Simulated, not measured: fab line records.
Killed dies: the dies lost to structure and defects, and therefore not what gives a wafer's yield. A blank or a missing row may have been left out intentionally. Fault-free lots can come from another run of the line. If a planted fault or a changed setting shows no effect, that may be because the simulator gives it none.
Matching of chambers || flow nand_harc || 4 sister chambers for NHARC_A_CHANNEL_FILL_D2_CMP_10 on cmp-02
The step polishes, target thk 150 nm. 7 wafers are shown with their chamber, then 10 later ones without.

## WAFERS, EACH WITH ITS CHAMBER
{"wafer": "L078.5", "chamber": 2, "motor_current_A (A)": 10.4, "time_to_endpoint_s (s)": 17.7}
{"wafer": "L084.2", "chamber": 2, "motor_current_A (A)": 10.1, "time_to_endpoint_s (s)": 15.5}
{"wafer": "L087.1", "chamber": 1, "motor_current_A (A)": 11.8, "time_to_endpoint_s (s)": 13.0}
{"wafer": "L087.2", "chamber": 0, "motor_current_A (A)": 13.3, "time_to_endpoint_s (s)": 19.5}
{"wafer": "L087.5", "chamber": 3, "motor_current_A (A)": 12.3, "time_to_endpoint_s (s)": 15.3}
{"wafer": "L089.3", "chamber": 0, "motor_current_A (A)": 14.4, "time_to_endpoint_s (s)": 16.4}
{"wafer": "L089.4", "chamber": 1, "motor_current_A (A)": 11.1, "time_to_endpoint_s (s)": 9.2}

## WAFERS MISSING THEIR CHAMBER
{"wafer": "L089.5", "motor_current_A (A)": 9.8, "time_to_endpoint_s (s)": 12.4}
{"wafer": "L093.2", "motor_current_A (A)": 10.0, "time_to_endpoint_s (s)": 14.5}
{"wafer": "L093.4", "motor_current_A (A)": 10.2, "time_to_endpoint_s (s)": 15.4}
{"wafer": "L093.6", "motor_current_A (A)": 11.6, "time_to_endpoint_s (s)": 13.8}
{"wafer": "L095.1", "motor_current_A (A)": 10.9, "time_to_endpoint_s (s)": 16.2}
{"wafer": "L095.2", "motor_current_A (A)": 10.7, "time_to_endpoint_s (s)": 15.5}
{"wafer": "L095.5", "motor_current_A (A)": 10.7, "time_to_endpoint_s (s)": 15.6}
{"wafer": "L096.1", "motor_current_A (A)": 14.1, "time_to_endpoint_s (s)": 14.8}
{"wafer": "L096.3", "motor_current_A (A)": 10.4, "time_to_endpoint_s (s)": 16.1}
{"wafer": "L096.5", "motor_current_A (A)": 11.7, "time_to_endpoint_s (s)": 16.0}

## THE CHAMBER EACH PASSED THROUGH
{"wafer": "L089.5", "from the rows above": "can't be placed: 2 or 1", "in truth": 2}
{"wafer": "L093.2", "from the rows above": 2, "in truth": 2}
{"wafer": "L093.4", "from the rows above": 2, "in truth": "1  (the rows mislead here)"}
{"wafer": "L093.6", "from the rows above": "can't be placed: 1 or 3 or 2", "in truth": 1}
{"wafer": "L095.1", "from the rows above": "can't be placed: 2 or 1 or 3", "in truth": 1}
{"wafer": "L095.2", "from the rows above": "can't be placed: 2 or 1 or 3", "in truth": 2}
{"wafer": "L095.5", "from the rows above": "can't be placed: 2 or 1 or 3", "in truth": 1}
{"wafer": "L096.1", "from the rows above": "can't be placed: 0 or 3", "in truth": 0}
{"wafer": "L096.3", "from the rows above": 2, "in truth": 2}
{"wafer": "L096.5", "from the rows above": "can't be placed: 3 or 1 or 2", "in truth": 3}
2 of 10 placed correctly. Cannot be placed on the basis of these rows: 7; the candidates contain the true chamber in 7. Number placed wrongly: 1.
How it was worked out, from the rows above alone: a wafer's distance from a chamber is the root of the sum, over the readings, of the square of ((its reading less the chamber's mean) divided by the reading's scatter). The wafer belongs to the nearest chamber; if the next one is less than 2 further off, it can't be placed. Each chamber's mean is taken over the wafers shown for it. The scatter is the square root of a quotient: the sum, over the shown wafers, of each reading's squared deviation from its chamber's mean, divided by wafers minus chambers.
